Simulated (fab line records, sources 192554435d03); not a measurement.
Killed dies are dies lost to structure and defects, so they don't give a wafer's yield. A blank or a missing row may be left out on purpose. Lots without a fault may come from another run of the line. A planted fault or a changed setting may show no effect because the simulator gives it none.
Which tool did it? | flow n5_finfet | 9 lots, 27 wafers sampled, at 6 steps of a route of 1938

WHAT THE GAUGES READ, wafer by wafer
N5_STI_FIN_REVEAL_THK_MEAS_05.
lot  | measured    | on            | thk_nm (nm)
L076 | day 2 21:24 | film_metro-01 | 132.2 133.1 132.0
L079 | day 3 15:52 | film_metro-01 | 131.8 130.3 132.2
L081 | day 4 06:13 | film_metro-01 | 131.6 131.1 131.3
L083 | day 4 17:03 | film_metro-01 | 132.9 131.7 131.3
L086 | day 5 14:14 | film_metro-01 | 132.6 130.6 131.3
L088 | day 5 21:55 | film_metro-02 | 134.4 132.9 133.2
L090 | day 6 08:37 | film_metro-02 | 133.4 132.6 131.2
L092 | day 6 22:00 | film_metro-02 | 131.3 132.7 132.2
L096 | day 7 22:20 | film_metro-01 | 133.1 129.9 131.8

WHICH TOOL RAN EACH LOT (tool, then ch and the chambers of the sampled wafers, then the start)
lot  | N5_PMOS_HMC_CHANNEL_EPI_ETCH_32   | N5_PMOS_HMC_CHANNEL_EPI_ETCH_38 | N5_FIN_SAQP_ALD_61               | N5_FIN_SAQP_ETCH_52               | N5_FIN_SAQP_STRIP_77
L076 | rie_diel-04 ch 0,1,2, day 2 05:35 | rie_si-06 ch 0,2,3, day 2 06:00 | ald_sin-02 ch 0,1,3, day 2 08:37 | rie_diel-06 ch 1,2,3, day 2 10:15 | rie_diel-02 ch 1,2, day 2 14:05
L079 | rie_diel-03 ch 0,1,2, day 2 23:29 | rie_si-06 ch 2,3, day 2 23:53   | ald_sin-02 ch 0,3, day 3 02:22   | rie_diel-06 ch 0,2, day 3 03:52   | rie_diel-05 ch 1,3, day 3 07:47
L081 | rie_diel-04 ch 1,2, day 3 11:34   | rie_si-02 ch 0,1,2, day 3 12:11 | ald_sin-04 ch 0,1,2, day 3 15:01 | rie_diel-05 ch 0,2,3, day 3 16:24 | rie_diel-05 ch 0,2, day 3 20:13
L083 | rie_diel-04 ch 0,3, day 3 23:35   | rie_si-06 ch 0,1,2, day 4 00:01 | ald_sin-02 ch 0,2,3, day 4 03:26 | rie_diel-02 ch 2,3, day 4 05:21   | rie_diel-05 ch 0,1, day 4 09:41
L086 | rie_diel-04 ch 0,2,3, day 4 17:35 | rie_si-06 ch 0,1,3, day 4 17:59 | ald_sin-04 ch 0,2,3, day 4 20:57 | rie_diel-02 ch 0,1,2, day 4 22:20 | rie_diel-02 ch 0,2,3, day 5 06:59
L088 | rie_diel-04 ch 0,1,3, day 5 05:47 | rie_si-02 ch 0,2,3, day 5 06:11 | ald_sin-02 ch 2,3, day 5 09:08   | rie_diel-06 ch 0,2,3, day 5 10:32 | rie_diel-06 ch 0,2,3, day 5 14:11
L090 | rie_diel-01 ch 1,3, day 5 17:04   | rie_si-06 ch 0,1,3, day 5 17:28 | ald_sin-04 ch 0,1, day 5 20:20   | rie_diel-02 ch 1,2, day 5 21:43   | rie_diel-02 ch 0,1,2, day 6 01:25
L092 | rie_diel-04 ch 0,1,3, day 6 05:05 | rie_si-06 ch 0,1,2, day 6 05:29 | ald_sin-02 ch 0,1,3, day 6 08:58 | rie_diel-06 ch 0,3, day 6 10:31   | rie_diel-06 ch 2,3, day 6 14:11
L096 | rie_diel-01 ch 2,3, day 7 05:59   | rie_si-06 ch 0,3, day 7 06:23   | ald_sin-03 ch 0,1, day 7 09:44   | rie_diel-02 ch 0,2,3, day 7 11:05 | rie_diel-02 ch 0,2,3, day 7 15:03
- N5_PMOS_HMC_CHANNEL_EPI_ETCH_32: etches BARC in N2/H2, stops on SiO2, target depth 85.8 nm, time 50.3 s.
- N5_PMOS_HMC_CHANNEL_EPI_ETCH_38: etches SiO2 in CF4, target depth 1.5 nm.
- N5_FIN_SAQP_ALD_61: deposits SiO2, target thk 4 nm, pulse time 1 s, purge time 2 s.
- N5_FIN_SAQP_ETCH_52: etches SOC in N2/H2, target depth 100 nm, overetch 20 nm, time 150 s.
- N5_FIN_SAQP_STRIP_77: strips in N2/H2, time 90 s.

THE ANSWER, worked out from the rows above alone
Rule: what is usual is taken from the lots themselves. Put in order of their means at a reading, lots are off if they are a third of the lots or fewer, leave a main group of 4 or more, and stand apart from it by a gap of 3 or more times the standard deviation of the main group's means; of several such gaps the widest counts. A main group whose means are all the same, to the digits that the tables above print for the reading, isn't used. A lot without any number at a reading at which 4 lots or more have one is off too. The other lots that the step has rows for count as sound.
No lot is off at any reading shown: from this, nothing can be told.

WHAT THE SIMULATOR HAD PUT IN
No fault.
